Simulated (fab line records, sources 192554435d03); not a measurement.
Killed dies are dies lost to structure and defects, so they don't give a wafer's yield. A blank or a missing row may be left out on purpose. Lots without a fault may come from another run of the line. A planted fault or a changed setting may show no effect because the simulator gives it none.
Problem report in the 8D (eight disciplines) form, filled by code | flow n5_finfet | the parts of the form that need people (team, actions taken, sign-off) are left out

1. THE PROBLEM
spin_speed_rpm at N5_BEOL_M0_SAQP_COAT_34 reads a mean of 1316.2 rpm on 6 wafers of 2 lots; wafers without a fault read 1500.0 rpm with a standard deviation of 1. That is -99 or more standard deviations from the usual mean.
The step: resist thk 30 nm.
First seen on wafer L473.2, day 11 23:29, on litho_track-01. The record holds 12 wafers of 4 lots with a number at this step. Rule for "out", or "out of limits": more than 4 standard deviations from the usual mean. The other wafers with a number count as sound.

2. WHAT IT IS AND WHAT IT IS NOT
question                    | is                     | is not
which readings at this step | spin_speed_rpm         | dispense_pressure_kPa
which lots                  | L473, L475             | L465, L472
which wafers of those lots  | all that have a number | -
read on which tools         | litho_track-01         | litho_track-05
when                        | from day 11 23:29      | up to then (6 sound wafers)

3. SUSPECTS, AND WHAT RULES EACH OUT
Counting: a tool at a process step up to the reading stays a suspect if it ran every lot that is out and no sound lot after the first of them.
- litho_track-01 at N5_BEOL_M0_SAQP_COAT_34 (resist thk 30 nm): kept. It ran every lot that is out, first L473 (day 11 23:29), and no sound lot after that; its last sound lot up to then is L465 (day 9 18:55). Its own readings are out on those wafers: spin_speed_rpm.
Left after counting: litho_track-01 at N5_BEOL_M0_SAQP_COAT_34.

4. THE CAUSE (what the simulator had put in)
Process parameter drift: litho_track-01, from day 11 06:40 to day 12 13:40, at N5_BEOL_M0_SAQP_COAT_34. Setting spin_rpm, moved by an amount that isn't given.
Counting left only this tool.

5. THE CHAIN OF EFFECTS, in route order
Each row: a reading whose mean over the struck wafers that have a number lies more than 3 standard deviations from the usual. Only readings for which the record gives a usual standard deviation are gone through. hours: the time from each lot's start at the first step in this table that gives one to its start at this step, as a median over the lots. sigmas: the change in usual standard deviations.
hours | step                    | reading        | usual      | on struck wafers | change | sigmas
0     | N5_BEOL_M0_SAQP_COAT_34 | spin_speed_rpm | 1500.0 rpm | 1316.2           | -183.8 | -99 or more
The process steps in it:
- N5_BEOL_M0_SAQP_COAT_34: resist thk 30 nm.
Later measuring or inspecting steps at which every struck wafer that the step has a row for has a number for every such reading, and none has moved that far: N5_BEOL_M4_RC_MEAS_101.

6. WHAT WOULD HAVE CAUGHT IT SOONER
In this record the first reading out of limits was taken at day 11 23:29, 17 hours after the fault began at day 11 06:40.
